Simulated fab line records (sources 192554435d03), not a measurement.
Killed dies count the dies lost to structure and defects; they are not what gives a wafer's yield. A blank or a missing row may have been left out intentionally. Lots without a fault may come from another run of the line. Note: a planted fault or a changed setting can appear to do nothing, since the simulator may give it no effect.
Matching of chambers -- flow n5_finfet -- N5_MOL_CONTACT_COAG_ETCH_15 on rie_diel-03 has 3 sister chambers
The step etches SiNx in CH3F/O2, stops on Si:P, target depth 7 nm. 3 wafers are shown with their chamber, then 6 later ones without.

WAFERS PAIRED WITH THEIR CHAMBERS
wafer,chamber,showerhead_plenum_p_Torr (Torr)
L089.2,3,1.91
L090.2,0,2.08
L090.3,1,2.02

WAFERS MISSING THEIR CHAMBER
wafer,showerhead_plenum_p_Torr (Torr)
L090.6,2.08
L093.1,2.01
L093.2,2.08
L093.5,2.08
L097.4,2.07
L097.5,2.01

WHICH CHAMBER EACH WENT THROUGH
wafer,from the rows above,in truth
L090.6,0,0
L093.1,1,1
L093.2,0,0
L093.5,0,0
L097.4,0,0
L097.5,1,1
Placed correctly: 6 of 6. From these rows, 0 cannot be placed. Placed wrongly: 0.
How it was worked out, from the rows above alone: a wafer's distance from a chamber is the root of the sum, over the readings, of the square of ((its reading less the chamber's mean) divided by the reading's scatter). The wafer belongs to the nearest chamber; if the next one is less than 2 further off, it can't be placed. Each chamber's mean is taken over the wafers shown for it. The scatter: with one shown wafer a chamber, the root of the mean of the squares of how far each hidden wafer lies from its nearest shown one.
